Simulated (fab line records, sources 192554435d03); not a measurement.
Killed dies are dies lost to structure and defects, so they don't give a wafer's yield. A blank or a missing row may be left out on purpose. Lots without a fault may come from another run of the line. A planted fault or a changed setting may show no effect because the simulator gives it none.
Chamber matching | flow n5_finfet | N5_BEOL_M4_CO_CAP_55 on cvd_co-01: 3 sister chambers
The step material Co, precursor CCTBA/H2, target thk 2 nm, time 102.1 s. 14 wafers are shown with their chamber, then 6 later ones without.

WAFERS WITH THEIR CHAMBER
wafer  | chamber | heater_power_w (W) | run_length_s (s)
L218.4 | 1       | 240                | 125.2
L218.5 | 0       | 224                | 124.2
L218.6 | 2       | 211                | 124.9
L220.2 | 2       | 206                | 124.9
L220.3 | 1       | 239                | 125.3
L220.6 | 0       | 230                | 124.6
L222.1 | 0       | 224                | 124.3
L222.2 | 2       | 207                | 125.2
L222.4 | 1       | 240                | 125.2
L223.1 | 1       | 240                | 125.2
L223.4 | 2       | 213                | 125.2
L223.5 | 1       | 239                | 125.4
L225.3 | 1       | 246                | 125.8
L225.5 | 1       | 248                | 126.2

SIGNATURES (means of the wafers above)
reading        | chamber 0 | chamber 1 | chamber 2 | scatter within a chamber
heater_power_w | 226.00    | 241.71    | 209.25    | 3.54
run_length_s   | 124.367   | 125.471   | 125.050   | 0.312
Rule: a wafer's distance from a chamber is the root of the sum, over the readings, of the square of ((its reading less the chamber's mean) divided by the reading's scatter). The wafer belongs to the nearest chamber; if the next one is less than 2 further off, it can't be placed. The scatter: the root of (the sum of the squares of (reading less its chamber's mean) over the shown wafers, divided by (wafers less chambers)).

WAFERS WITHOUT THEIR CHAMBER
wafer  | heater_power_w (W) | run_length_s (s)
L225.6 | 230                | 124.5
L228.4 | 253                | 125.4
L228.5 | 226                | 124.6
L228.6 | 210                | 125.3
L235.1 | 246                | 125.2
L236.4 | 211                | 125.1

WHICH CHAMBER EACH WENT THROUGH
wafer  | from the rows above | in truth
L225.6 | 0                   | 0
L228.4 | 1                   | 1
L228.5 | 0                   | 0
L228.6 | 2                   | 2
L235.1 | 1                   | 1
L236.4 | 2                   | 2
Placed correctly: 6 of 6. Can't be placed from these rows: 0. Placed wrongly: 0.
